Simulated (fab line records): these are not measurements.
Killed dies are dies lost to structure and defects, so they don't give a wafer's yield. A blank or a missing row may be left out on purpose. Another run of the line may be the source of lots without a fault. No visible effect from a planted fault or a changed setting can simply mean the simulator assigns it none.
Matching of chambers / flow n5-finfet / 4 sister chambers for N5_GATE_CUT_CMP_61 on cmp-04
The step polishes, stops on SiNx, t overpolish 3 s. 4 wafers are shown with their chamber, then 7 later ones without.

## WAFERS PAIRED WITH THEIR CHAMBERS
wafer=L082.4; chamber=2; motor-current-A (A)=12.5
wafer=L082.6; chamber=1; motor-current-A (A)=11.9
wafer=L083.1; chamber=0; motor-current-A (A)=10.7
wafer=L083.3; chamber=3; motor-current-A (A)=11.7

## WAFERS WITHOUT THEIR CHAMBER
wafer=L083.4; motor-current-A (A)=11.4
wafer=L089.1; motor-current-A (A)=12.0
wafer=L089.3; motor-current-A (A)=11.6
wafer=L089.4; motor-current-A (A)=12.2
wafer=L091.1; motor-current-A (A)=12.3
wafer=L091.2; motor-current-A (A)=11.3
wafer=L091.3; motor-current-A (A)=11.5

## THE CHAMBER EACH PASSED THROUGH
wafer=L083.4; from the rows above=can't be placed: 3 or 1 or 0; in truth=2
wafer=L089.1; from the rows above=can't be placed: 1 or 3 or 2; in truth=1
wafer=L089.3; from the rows above=can't be placed: 3 or 1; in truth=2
wafer=L089.4; from the rows above=can't be placed: 1 or 2 or 3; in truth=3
wafer=L091.1; from the rows above=can't be placed: 2 or 1 or 3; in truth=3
wafer=L091.2; from the rows above=can't be placed: 3 or 1 or 0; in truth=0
wafer=L091.3; from the rows above=can't be placed: 3 or 1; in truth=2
Correctly placed: 0 of 7. Not placeable from these rows: 7 (in 4, the candidates include the true chamber). 0 placed wrongly.
How it was worked out, from the rows above alone: a wafer's distance from a chamber is the root of the sum, over the readings, of the square of ((its reading less the chamber's mean) divided by the reading's scatter). The wafer belongs to the nearest chamber; if the next one is less than 2 further off, it can't be placed. Each chamber's mean is taken over the wafers shown for it. The scatter: with one shown wafer a chamber, the root of the mean of the squares of how far each hidden wafer lies from its nearest shown one.
